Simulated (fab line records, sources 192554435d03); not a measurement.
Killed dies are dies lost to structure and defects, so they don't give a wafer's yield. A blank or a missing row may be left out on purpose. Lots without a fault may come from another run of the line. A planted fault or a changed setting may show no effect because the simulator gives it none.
A struck lot beside a sound one | flow n5_finfet | 26 steps out of a route of 1938
Sound: wafers L250.1, L250.4, L250.6. Struck: wafers L246.1, L246.3, L246.5. The cause comes at the end.
At each step with rows: each side's tool, then ch and its chambers, then its first start. Under that, the readings that differ: sound wafers | struck wafers | difference of the means | sigmas: that difference in standard deviations of wafers without a fault.
alike: readings whose means differ by less than 2 such deviations, and words and numbers that are the same on both sides. not compared: withheld readings, readings that some wafer has no value for, bounds like >300 that may hide the same value, and numbers for which the record gives no deviation and whose values overlap.
The two part at a step that has a row with sigmas, a row that says differs or no value, or rows on one side only. Numbers that don't overlap but have no deviation are shown without sigmas and don't part them. A reading that every wafer of one side lacks parts them only if that side has two wafers or more.

first, 8 steps without rows for these wafers: N5_ILD0_FCVD_FILL_01 (material SiO2 flowable, target thk 200 nm, time 328.3 s); N5_ILD0_CURE_02 (time 1800 s); N5_ILD0_CMP_03 (polishes, stops on SiNx, t overpolish 1.9 s, target thk 197.38 nm); N5_ILD0_CMP_07 (polishes SiO2 flowable, stops on poly-Si, t overpolish 1.18 s, target thk 138.88 nm); N5_ILD0_PRECLEAN_10 (cleans in NF3:NH3, afs cycles 5, time 20 s, sublimation time 60 s); N5_ILD0_ALD_15 (deposits SiNx, target thk 24 nm, pulse time 1 s, ald cycles 480); N5_ILD0_CMP_12 (polishes SiNx, stops on poly-Si, t overpolish 6 s, target thk 17.67 nm); N5_SDB_HM_DEP_00 (deposits SiNx from SiH4/NH3/N2, target thk 40 nm, time 35.3 s).
N5_SDB_COAT_03: time 60 s, resist thk 100 nm.
  sound on litho_track-04 ch 0, day 9 16:37; struck on litho_track-01 ch 0, day 8 12:32
  reading                              | sound                | struck               | difference | sigmas
  spin_speed_rpm (rpm)                 | 1499.6 1501.5 1500.0 | 1763.0 1763.0 1761.8 | +262.2     | +99 or more
  model.SOC_of_SDB_COAT_03.thk_nm (nm) | 99.8 100.4 100.4     | 92.2 92 92.2         | -8.1       |
  alike: exhaust_pa, plate_temp_C
then, 9 steps without rows for these wafers: N5_SDB_COAT_04 (time 60 s, resist thk 18 nm); N5_SDB_COAT_05 (resist thk 90 nm); N5_SDB_EBR_07; N5_SDB_SOFTBAKE_06 (time 60 s); N5_SDB_EXPOSE_08 (exposes mask SDB); N5_SDB_PEB_09 (peb time 60 s); N5_SDB_DEVELOP_10 (develop time 30 s); N5_SDB_DESCUM_16 (chemistry O2, time 7.9 s); N5_SDB_ETCH_17 (etches SiARC in CF4, target depth 23.4 nm, time 39 s).
N5_SDB_ETCH_18: etches SOC in N2/H2, target depth 100 nm, overetch 20 nm, time 150 s.
  sound on rie_diel-05 ch 0,2,3, day 9 17:35; struck on rie_diel-05 ch 0,3, day 8 13:04
  reading                  | sound             | struck           | difference | sigmas
  model.etch.depth_nm (nm) | 99.89 100.4 100.5 | 92.17 92.03 92.2 | -8.13      |
  alike: drypump_motor_current_A, n2_flow_sccm, oes_product_au, rf_vpp_V, showerhead_plenum_p_Torr, throttle_valve_pct
  not compared: rf_hours_counter_h
then, 2 steps without rows for these wafers: N5_SDB_STRIP_19 (strips in N2/H2); N5_SDB_STRIP_21 (strips in CF4).
N5_SDB_HM_OPEN_20: chemistry CH3F/O2, target SiNx, stops on poly-Si, target depth 24 nm.
  sound on rie_diel-05 ch 0,2,3, day 9 17:44; struck on rie_diel-05 ch 0,3, day 8 13:14
  reading                              | sound        | struck         | difference | sigmas
  model.SOC_of_SDB_COAT_03.thk_nm (nm) | 84 84.4 84.6 | 76.2 76.2 76.4 | -8.1       |
  alike: drypump_motor_current_A, oes_ar_750_au, oes_f_703_au, oes_product_au, rf_vpp_V, showerhead_plenum_p_Torr, throttle_valve_pct
  not compared: rf_hours_counter_h
N5_SDB_STRIP_22: strips in N2/H2.
  sound on plasma_asher-02 ch 0,1, day 9 17:49; struck on plasma_asher-02 ch 0,1, day 8 13:19
  reading                      | sound             | struck            | difference | sigmas
  oes_product_au (a.u.)        | 0.717 0.718 0.711 | 0.698 0.707 0.704 | -0.012     | -3
  strip_time_to_endpoint_s (s) | 96.2 96.7 96.8    | 88.9 88.9 89.1    | -7.6       | -24
  alike: drypump_motor_current_A, heater_power_w, n2_flow_sccm
  not compared: rf_hours_counter_h
then, 1 step without rows for these wafers: N5_SDB_PRECLEAN_23 (cleans in dHF, time 30 s).
-- the record jumps here: 4 days lie between the struck wafers' starts before and after (it left off in module SDB and takes up again in module BEOL_M4, whose first step shown is number 1111 of the route) --
N5_BEOL_M4_RC_MEAS_101:
  sound on prober-01 ch 0, day 13 22:13; struck on prober-01 ch 0, day 12 14:37
  alike: DIBL_N, DIBL_P, IOFF_N, IOFF_P, ION_N, ION_P, SS_N, SS_P, VT_N, VT_P
-- the record jumps here: 4 days lie between the struck wafers' starts before and after (it left off in module BEOL_M4 and takes up again in module PASSIVATION, whose first step shown is number 1936 of the route) --
N5_PASSIVATION_PROBE_49:
  sound on prober-02, day 18 00:11; struck on prober-02, day 16 23:11
  alike: defect_limited_yield, killed_at_M0_to_M3, killed_at_M4_up, killed_at_contacts, killed_at_front_end, killed_at_other, killed_dies, killed_open, killed_short, sort_bin_5_function, sort_bin_6_memory, sort_n_pass, sort_yield_pct

WHERE THEY PART
First at N5_SDB_COAT_03; last, within this record, at N5_SDB_STRIP_22. Later steps at which nothing parts them and some readings are alike: N5_BEOL_M4_RC_MEAS_101, N5_PASSIVATION_PROBE_49.

WHY: what the simulator had put in
Process parameter drift: litho_track-01, from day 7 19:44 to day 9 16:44, at N5_SDB_COAT_03. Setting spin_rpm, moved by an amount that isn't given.
